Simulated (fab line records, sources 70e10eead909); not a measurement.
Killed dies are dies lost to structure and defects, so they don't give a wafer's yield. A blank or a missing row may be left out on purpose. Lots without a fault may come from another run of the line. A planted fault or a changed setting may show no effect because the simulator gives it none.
Which tool did it? | flow nand_harc | 15 lots, 45 wafers sampled, at 4 steps of a route of 1159

WHAT THE GAUGES READ, wafer by wafer
NHARC_P_M1_OVL_MEAS_10: pitch 260 nm.
lot  | measured     | on         | overlay_x_nm (nm) | overlay_y_nm (nm)
L493 | day 5 18:42  | overlay-01 | 0.6 0.7 0.2       | 0.0 0.6 0.4
L496 | day 6 18:57  | overlay-01 | -1.1 -0.8 -1.2    | -0.2 0.5 -0.1
L495 | day 6 19:36  | overlay-02 | -1.0 -1.6 -1.0    | -0.7 0.3 0.8
L497 | day 6 22:37  | overlay-02 | 0.1 0.1 0.5       | 0.6 0.9 1.1
L494 | day 6 22:46  | overlay-01 | 0.4 0.6 0.8       | 0.7 0.4 0.5
L498 | day 7 13:40  | overlay-01 | 0.2 -0.1 0.7      | 0.9 0.6 0.7
L499 | day 7 16:23  | overlay-01 | 0.3 0.2 0.1       | 0.9 0.7 0.8
L500 | day 7 17:32  | overlay-02 | -0.6 -0.7 -0.7    | 0.0 -0.2 0.6
L506 | day 9 04:00  | overlay-02 | 0.3 0.2 -0.2      | 0.9 1.2 1.3
L503 | day 9 04:34  | overlay-01 | 0.2 0.0 -0.5      | -0.3 -1.0 -0.7
L504 | day 9 14:06  | overlay-01 | 0.0 0.5 0.2       | 0.0 0.2 -0.1
L509 | day 9 23:44  | overlay-01 | 0.3 0.3 0.1       | 0.7 1.0 0.9
L510 | day 10 03:37 | overlay-01 | 0.3 0.2 0.5       | -0.5 0.1 0.0
L512 | day 10 12:49 | overlay-02 | -0.6 -0.9 -0.4    | 0.0 -0.7 -0.9
L516 | day 12 05:48 | overlay-02 | -1.1 -1.5 -1.6    | -0.9 -0.8 -0.7

NHARC_P_M2_CD_MEAS_09: target cd 170 nm.
lot  | measured     | on        | cd_nm (nm)
L493 | day 5 22:47  | cd_sem-01 | 169.1 170.4 169.7
L496 | day 6 23:17  | cd_sem-02 | 170.5 171.0 170.8
L495 | day 6 23:43  | cd_sem-02 | 169.5 169.4 169.3
L497 | day 7 02:49  | cd_sem-01 | 170.1 170.2 169.8
L494 | day 7 03:10  | cd_sem-02 | 170.3 170.0 170.0
L498 | day 7 17:50  | cd_sem-03 | 169.7 170.1 170.1
L499 | day 7 20:33  | cd_sem-02 | 169.6 170.6 170.4
L500 | day 7 21:36  | cd_sem-03 | 170.9 169.8 170.4
L506 | day 9 08:09  | cd_sem-02 | 155.0 155.3 155.0
L503 | day 9 08:59  | cd_sem-01 | 170.5 170.0 170.2
L504 | day 9 18:13  | cd_sem-03 | 157.4 158.0 158.1
L509 | day 10 03:43 | cd_sem-03 | 170.2 170.6 169.5
L510 | day 10 07:38 | cd_sem-01 | 160.4 160.6 160.5
L512 | day 10 16:55 | cd_sem-02 | 170.4 169.6 170.2
L516 | day 12 10:01 | cd_sem-03 | 170.9 169.4 170.2

WHICH TOOL RAN EACH LOT (tool, then ch and the chambers of the sampled wafers, then the start)
lot  | NHARC_P_M1_DEP_33               | NHARC_P_M2_EXPOSE_06
L493 | pecvd-04 ch 0,1,2, day 5 21:38  | arfi_scanner-03 ch 0, day 5 22:39
L496 | pecvd-01 ch 0,1,2, day 6 22:10  | arfi_scanner-02 ch 0, day 6 23:10
L495 | pecvd-02 ch 0,2, day 6 22:31    | arfi_scanner-02 ch 0, day 6 23:35
L497 | pecvd-01 ch 0,2, day 7 01:31    | arfi_scanner-03 ch 0, day 7 02:41
L494 | pecvd-02 ch 0,1, day 7 01:44    | arfi_scanner-02 ch 0, day 7 03:02
L498 | pecvd-01 ch 0,1, day 7 16:35    | arfi_scanner-01 ch 0, day 7 17:41
L499 | pecvd-01 ch 0,2, day 7 19:18    | arfi_scanner-02 ch 0, day 7 20:25
L500 | pecvd-01 ch 0,1, day 7 20:21    | arfi_scanner-03 ch 0, day 7 21:28
L506 | pecvd-01 ch 0,1,2, day 9 07:03  | arfi_scanner-02 ch 0, day 9 08:01
L503 | pecvd-02 ch 0,2, day 9 07:41    | arfi_scanner-01 ch 0, day 9 08:51
L504 | pecvd-02 ch 1,2, day 9 16:57    | arfi_scanner-02 ch 0, day 9 18:04
L509 | pecvd-02 ch 0,1,2, day 10 02:35 | arfi_scanner-01 ch 0, day 10 03:34
L510 | pecvd-04 ch 0,2, day 10 06:25   | arfi_scanner-02 ch 0, day 10 07:31
L512 | pecvd-04 ch 0,1, day 10 15:38   | arfi_scanner-03 ch 0, day 10 16:46
L516 | pecvd-04 ch 0,1,2, day 12 08:46 | arfi_scanner-01 ch 0, day 12 09:52
- NHARC_P_M1_DEP_33: deposits SiCN, target thk 30 nm.
- NHARC_P_M2_EXPOSE_06: exposes mask P M2, target cd 170 nm.

WHAT THE TOOLS THEMSELVES READ (means of the sampled wafers that have a number; where no wafer has one, the mark that the record gives instead)
NHARC_P_M1_DEP_33.
lot  | tool     | heater_power_w (W) | susceptor_temp_C (C)
L493 | pecvd-04 | 526                | 370.05
L496 | pecvd-01 | 550                | 369.84
L495 | pecvd-02 | 681                | 369.86
L497 | pecvd-01 | 517                | 369.84
L494 | pecvd-02 | 635                | 369.72
L498 | pecvd-01 | 597                | 369.78
L499 | pecvd-01 | 558                | 369.87
L500 | pecvd-01 | 612                | 369.82
L506 | pecvd-01 | 550                | 370.08
L503 | pecvd-02 | 676                | 370.08
L504 | pecvd-02 | 685                | 369.96
L509 | pecvd-02 | 664                | 370.04
L510 | pecvd-04 | 500                | 370.10
L512 | pecvd-04 | 470                | 370.08
L516 | pecvd-04 | 550                | 369.95

NHARC_P_M2_EXPOSE_06.
lot  | tool            | exposure_dose_mJ_cm2
L493 | arfi_scanner-03 | 82.2
L496 | arfi_scanner-02 | 82.1
L495 | arfi_scanner-02 | 82.0
L497 | arfi_scanner-03 | 82.2
L494 | arfi_scanner-02 | 82.1
L498 | arfi_scanner-01 | 80.7
L499 | arfi_scanner-02 | 82.1
L500 | arfi_scanner-03 | 82.3
L506 | arfi_scanner-02 | 63.2
L503 | arfi_scanner-01 | 80.9
L504 | arfi_scanner-02 | 67.1
L509 | arfi_scanner-01 | 80.8
L510 | arfi_scanner-02 | 70.0
L512 | arfi_scanner-03 | 82.3
L516 | arfi_scanner-01 | 80.7

THE ANSWER, worked out from the rows above alone
Rule: what is usual is taken from the lots themselves. Put in order of their means at a reading, lots are off if they are a third of the lots or fewer, leave a main group of 4 or more, and stand apart from it by a gap of 3 or more times the standard deviation of the main group's means; of several such gaps the widest counts. A main group whose means are all the same, to the digits that the tables above print for the reading, isn't used. A lot without any number at a reading at which 4 lots or more have one is off too. The other lots that the step has rows for count as sound. The gauges are gone through in route order, then the tools' own readings, and for those a lot's mean is taken as printed above. The first step at which some lot is off is used, and at that step the reading that is off furthest; a lot without a number counts as furthest.
Off: L506, L504, L510, at NHARC_P_M2_CD_MEAS_09 (cd_nm). The main group: mean 170.1 nm, standard deviation 0.32.
A tool fits if, at a process step before that reading, it ran every lot that is off, and no sound lot after the first of them. The gauges at NHARC_P_M2_CD_MEAS_09 aren't tried: what is off there is off at NHARC_P_M2_EXPOSE_06 too, on other tools, and a gauge's error can't cause that. One fits: arfi_scanner-02 at NHARC_P_M2_EXPOSE_06. Its last sound lot is L499 (day 7 20:25), its first lot that is off L506 (day 9 08:01): a fault that began between those two fits.
The tool's own readings at NHARC_P_M2_EXPOSE_06 bear it out: on the lots that are off they differ by more than 5 times the standard deviation of the sound lots' means. exposure_dose_mJ_cm2 reads 66.8 there against 81.7 on the sound lots.

WHAT THE SIMULATOR HAD PUT IN
Process parameter drift: arfi_scanner-02, from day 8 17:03 on, at NHARC_P_M2_EXPOSE_06. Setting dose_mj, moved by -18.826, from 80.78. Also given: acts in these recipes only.
Lots struck among those shown: L506, L504, L510. The rule above found the same.
